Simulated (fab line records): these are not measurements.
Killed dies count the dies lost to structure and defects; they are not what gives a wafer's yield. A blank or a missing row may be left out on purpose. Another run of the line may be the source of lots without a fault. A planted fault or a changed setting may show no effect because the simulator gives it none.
Which tool was responsible? || flow nandHarc || 12 lots with 36 wafers sampled at 5 steps, on a route of 1159 steps

## WHAT EACH GAUGE READ, for each wafer
NHARC_END_SORT_01.
{"lot": "L790", "measured": "day 21 20:29", "on": "prober-02", "defectLimitedYield (%)": "0 0 0", "killedAtArray": "671 674 673", "killedAtOther": "0 0 0", "killedAtPeriphery": "6 3 4", "killedDies": "677 677 677", "killedOpen": "2 1 2", "killedShort": "1 1 1", "sort_bin_2_pct (%)": "97.2 97.6 97.3", "sort_bin_3_pct (%)": "0.30 0 0.30", "sort_bin_4_pct (%)": "2.5 2.4 2.4", "sortNPass": "0 0 0", "sortRimYieldPct (%)": "0 0 0", "sortYieldPct (%)": "0 0 0"}
{"lot": "L791", "measured": "day 21 17:22", "on": "prober-01", "defectLimitedYield (%)": "0 0 0", "killedAtArray": "677 675 674", "killedAtOther": "0 0 0", "killedAtPeriphery": "0 2 3", "killedDies": "677 677 677", "killedOpen": "7 1 8", "killedShort": "1 0 0", "sort_bin_2_pct (%)": "96.8 96.8 97.2", "sort_bin_3_pct (%)": "0.44 0.30 0.44", "sort_bin_4_pct (%)": "2.8 3.0 2.4", "sortNPass": "0 0 0", "sortRimYieldPct (%)": "0 0 0", "sortYieldPct (%)": "0 0 0"}

## TOOL THAT RAN EACH LOT (tool first, then ch and the chambers of the sampled wafers, then the start)
{"lot": "L784", "NHARC_A_BLC_ETCH_18": "rieDiel-08 ch 0,1,3, day 17 20:29 or earlier", "NHARC_A_BLC_DEGAS_30": "pvdSputter-03, day 17 20:29", "NHARC_A_BLC_PVD_32": "pvdSputter-03, day 18 01:53 or earlier", "NHARC_A_M0_DEP_00": "pecvd-01 ch 1,2, day 18 01:53"}
{"lot": "L785", "NHARC_A_BLC_ETCH_18": "rieDiel-10 ch 0,2,3, day 17 22:11 or earlier", "NHARC_A_BLC_DEGAS_30": "pvdSputter-02, day 17 22:11", "NHARC_A_BLC_PVD_32": "pvdSputter-02, day 18 02:21 or earlier", "NHARC_A_M0_DEP_00": "pecvd-02 ch 1,2, day 18 02:21"}
{"lot": "L790", "NHARC_A_BLC_ETCH_18": "rieDiel-10 ch 0,1,3, day 19 07:58 or earlier", "NHARC_A_BLC_DEGAS_30": "pvdSputter-03, day 19 07:58", "NHARC_A_BLC_PVD_32": "pvdSputter-03, day 19 09:29 or earlier", "NHARC_A_M0_DEP_00": "pecvd-02 ch 1,2, day 19 09:29"}
{"lot": "L791", "NHARC_A_BLC_ETCH_18": "rieDiel-08 ch 1,3, day 19 08:26 or earlier", "NHARC_A_BLC_DEGAS_30": "pvdSputter-03, day 19 08:26", "NHARC_A_BLC_PVD_32": "pvdSputter-03, day 19 09:58 or earlier", "NHARC_A_M0_DEP_00": "pecvd-02 ch 0,1,2, day 19 09:58"}
{"lot": "L793", "NHARC_A_BLC_ETCH_18": "rieDiel-08 ch 0,1,2, day 20 05:43 or earlier", "NHARC_A_BLC_DEGAS_30": "pvdSputter-02, day 20 05:43", "NHARC_A_BLC_PVD_32": "pvdSputter-02, day 20 19:28 or earlier", "NHARC_A_M0_DEP_00": "pecvd-02 ch 0,2, day 20 19:28"}
{"lot": "L796", "NHARC_A_BLC_ETCH_18": "rieDiel-08 ch 0,2,3, day 20 12:08 or earlier", "NHARC_A_BLC_DEGAS_30": "pvdSputter-01, day 20 12:08", "NHARC_A_BLC_PVD_32": "pvdSputter-01, day 20 20:21 or earlier", "NHARC_A_M0_DEP_00": "pecvd-01 ch 0,1, day 20 20:21"}
{"lot": "L797", "NHARC_A_BLC_ETCH_18": "rieDiel-10 ch 0,3, day 20 23:22 or earlier", "NHARC_A_BLC_DEGAS_30": "pvdSputter-03, day 20 23:22", "NHARC_A_BLC_PVD_32": "pvdSputter-03, day 21 04:05 or earlier", "NHARC_A_M0_DEP_00": "pecvd-02 ch 0,1,2, day 21 04:05"}
{"lot": "L799", "NHARC_A_BLC_ETCH_18": "rieDiel-08 ch 1,3, day 21 15:13 or earlier", "NHARC_A_BLC_DEGAS_30": "pvdSputter-03, day 21 15:13", "NHARC_A_BLC_PVD_32": "pvdSputter-03, day 21 17:07 or earlier", "NHARC_A_M0_DEP_00": "pecvd-02 ch 0,2, day 21 17:07"}
{"lot": "L804", "NHARC_A_BLC_ETCH_18": "rieDiel-02 ch 1,2,3, day 22 01:17 or earlier", "NHARC_A_BLC_DEGAS_30": "pvdSputter-02, day 22 01:17", "NHARC_A_BLC_PVD_32": "pvdSputter-02, day 22 06:40 or earlier", "NHARC_A_M0_DEP_00": "pecvd-02 ch 0,2, day 22 06:40"}
{"lot": "L800", "NHARC_A_BLC_ETCH_18": "rieDiel-10 ch 2,3, day 22 01:53 or earlier", "NHARC_A_BLC_DEGAS_30": "pvdSputter-01, day 22 01:53", "NHARC_A_BLC_PVD_32": "pvdSputter-01, day 22 07:07 or earlier", "NHARC_A_M0_DEP_00": "pecvd-01 ch 1,2, day 22 07:07"}
{"lot": "L803", "NHARC_A_BLC_ETCH_18": "rieDiel-08 ch 0,1,3, day 22 02:47 or earlier", "NHARC_A_BLC_DEGAS_30": "pvdSputter-01, day 22 02:47", "NHARC_A_BLC_PVD_32": "pvdSputter-01, day 22 10:07 or earlier", "NHARC_A_M0_DEP_00": "pecvd-01 ch 0,1,2, day 22 10:07"}
{"lot": "L802", "NHARC_A_BLC_ETCH_18": "rieDiel-10 ch 0,1, day 22 12:22 or earlier", "NHARC_A_BLC_DEGAS_30": "pvdSputter-03, day 22 12:22", "NHARC_A_BLC_PVD_32": "pvdSputter-03, day 22 13:55 or earlier", "NHARC_A_M0_DEP_00": "pecvd-04 ch 0,1,2, day 22 13:55"}
- NHARC_A_BLC_ETCH_18: etches the open film in C4F8/O2/Ar, target depth 910 nm.
- NHARC_A_BLC_DEGAS_30: time 60 s.
- NHARC_A_BLC_PVD_32: deposits Ti, target thk 5 nm, time 17.7 s.
- NHARC_A_M0_DEP_00: deposits SiOC, target thk 150 nm.

## AS READ BY THE TOOLS THEMSELVES (means over the sampled wafers that have a number; for cases with no such wafer, the mark the record gives instead)
NHARC_A_BLC_ETCH_18.
{"lot": "L784", "tool": "rieDiel-08", "oesProductAu (a.u.)": 0.928, "rfVppV (V)": 980}
{"lot": "L785", "tool": "rieDiel-10", "oesProductAu (a.u.)": 0.973, "rfVppV (V)": 978}
{"lot": "L790", "tool": "rieDiel-10", "oesProductAu (a.u.)": 0.949, "rfVppV (V)": 979}
{"lot": "L791", "tool": "rieDiel-08", "oesProductAu (a.u.)": 0.967, "rfVppV (V)": 981}
{"lot": "L793", "tool": "rieDiel-08", "oesProductAu (a.u.)": 0.926, "rfVppV (V)": 979}
{"lot": "L796", "tool": "rieDiel-08", "oesProductAu (a.u.)": 0.918, "rfVppV (V)": 973}
{"lot": "L797", "tool": "rieDiel-10", "oesProductAu (a.u.)": 0.928, "rfVppV (V)": 982}
{"lot": "L799", "tool": "rieDiel-08", "oesProductAu (a.u.)": 0.969, "rfVppV (V)": 981}
{"lot": "L804", "tool": "rieDiel-02", "oesProductAu (a.u.)": 0.918, "rfVppV (V)": 974}
{"lot": "L800", "tool": "rieDiel-10", "oesProductAu (a.u.)": 0.933, "rfVppV (V)": 983}
{"lot": "L803", "tool": "rieDiel-08", "oesProductAu (a.u.)": 0.937, "rfVppV (V)": 980}
{"lot": "L802", "tool": "rieDiel-10", "oesProductAu (a.u.)": 0.932, "rfVppV (V)": 974}

NHARC_A_BLC_DEGAS_30.
{"lot": "L784", "tool": "pvdSputter-03", "heaterPowerW (W)": 535}
{"lot": "L785", "tool": "pvdSputter-02", "heaterPowerW (W)": 487}
{"lot": "L790", "tool": "pvdSputter-03", "heaterPowerW (W)": 479}
{"lot": "L791", "tool": "pvdSputter-03", "heaterPowerW (W)": 453}
{"lot": "L793", "tool": "pvdSputter-02", "heaterPowerW (W)": 421}
{"lot": "L796", "tool": "pvdSputter-01", "heaterPowerW (W)": 531}
{"lot": "L797", "tool": "pvdSputter-03", "heaterPowerW (W)": 449}
{"lot": "L799", "tool": "pvdSputter-03", "heaterPowerW (W)": 515}
{"lot": "L804", "tool": "pvdSputter-02", "heaterPowerW (W)": 415}
{"lot": "L800", "tool": "pvdSputter-01", "heaterPowerW (W)": 521}
{"lot": "L803", "tool": "pvdSputter-01", "heaterPowerW (W)": 513}
{"lot": "L802", "tool": "pvdSputter-03", "heaterPowerW (W)": 520}

NHARC_A_BLC_PVD_32.
{"lot": "L784", "tool": "pvdSputter-03", "throttleValvePct (%)": 30.5}
{"lot": "L785", "tool": "pvdSputter-02", "throttleValvePct (%)": 30.8}
{"lot": "L790", "tool": "pvdSputter-03", "throttleValvePct (%)": 30.5}
{"lot": "L791", "tool": "pvdSputter-03", "throttleValvePct (%)": 30.3}
{"lot": "L793", "tool": "pvdSputter-02", "throttleValvePct (%)": 31.2}
{"lot": "L796", "tool": "pvdSputter-01", "throttleValvePct (%)": 30.8}
{"lot": "L797", "tool": "pvdSputter-03", "throttleValvePct (%)": 31.2}
{"lot": "L799", "tool": "pvdSputter-03", "throttleValvePct (%)": 30.9}
{"lot": "L804", "tool": "pvdSputter-02", "throttleValvePct (%)": 30.6}
{"lot": "L800", "tool": "pvdSputter-01", "throttleValvePct (%)": 30.3}
{"lot": "L803", "tool": "pvdSputter-01", "throttleValvePct (%)": 30.4}
{"lot": "L802", "tool": "pvdSputter-03", "throttleValvePct (%)": 30.4}

NHARC_A_M0_DEP_00.
{"lot": "L784", "tool": "pecvd-01", "chamberPressureTorr (Torr)": 4.993, "rfFwdPowerW (W)": 597.6}
{"lot": "L785", "tool": "pecvd-02", "chamberPressureTorr (Torr)": 4.996, "rfFwdPowerW (W)": 598.7}
{"lot": "L790", "tool": "pecvd-02", "chamberPressureTorr (Torr)": "-", "rfFwdPowerW (W)": "-"}
{"lot": "L791", "tool": "pecvd-02", "chamberPressureTorr (Torr)": "-", "rfFwdPowerW (W)": "-"}
{"lot": "L793", "tool": "pecvd-02", "chamberPressureTorr (Torr)": 4.999, "rfFwdPowerW (W)": 597.3}
{"lot": "L796", "tool": "pecvd-01", "chamberPressureTorr (Torr)": 5.000, "rfFwdPowerW (W)": 600.5}
{"lot": "L797", "tool": "pecvd-02", "chamberPressureTorr (Torr)": 4.993, "rfFwdPowerW (W)": 598.2}
{"lot": "L799", "tool": "pecvd-02", "chamberPressureTorr (Torr)": 5.003, "rfFwdPowerW (W)": 598.3}
{"lot": "L804", "tool": "pecvd-02", "chamberPressureTorr (Torr)": 5.003, "rfFwdPowerW (W)": 598.7}
{"lot": "L800", "tool": "pecvd-01", "chamberPressureTorr (Torr)": 4.998, "rfFwdPowerW (W)": 599.0}
{"lot": "L803", "tool": "pecvd-01", "chamberPressureTorr (Torr)": 5.007, "rfFwdPowerW (W)": 598.6}
{"lot": "L802", "tool": "pecvd-04", "chamberPressureTorr (Torr)": 5.005, "rfFwdPowerW (W)": 597.9}

## THE ANSWER, worked out from the rows above alone
Rule: what is usual is taken from the lots themselves. The widest of any qualifying gaps counts: lots, ordered by their means at a reading, are off when they make up no more than a third of the lots, leave a main group of 4 or more, and stand apart from it by 3 or more times the standard deviation of that group's means. The tables above print the reading to a certain number of digits; a main group whose means all agree to those digits is not used. Also off: a lot with no number at a reading for which 4 or more lots have one. Where the step has rows for the other lots, those lots are counted as sound. After the gauges, taken in route order, come the tools' own readings; for these a lot's mean is taken, as printed above. At the first step where some lot is off, the reading lying furthest off is the one used; lots without a number count as furthest.
Off, at NHARC_A_M0_DEP_00 on chamberPressureTorr: L790, L791. Without a number there: L790, L791. The main group has a mean of 5.000 Torr with a standard deviation of 0.0046.
If a tool, at that step or one of the process steps before it, ran each lot that is off and ran no sound lot following the first of them, it fits. Because NHARC_A_BLC_ETCH_18 lacks a start for some lots, the hours and order of its lots are taken from NHARC_A_BLC_DEGAS_30. Because NHARC_A_BLC_PVD_32 lacks a start for some lots, the hours and order of its lots are taken from NHARC_A_M0_DEP_00. Not one of the candidates tried fits.

## WHAT THE SIMULATOR PUT IN
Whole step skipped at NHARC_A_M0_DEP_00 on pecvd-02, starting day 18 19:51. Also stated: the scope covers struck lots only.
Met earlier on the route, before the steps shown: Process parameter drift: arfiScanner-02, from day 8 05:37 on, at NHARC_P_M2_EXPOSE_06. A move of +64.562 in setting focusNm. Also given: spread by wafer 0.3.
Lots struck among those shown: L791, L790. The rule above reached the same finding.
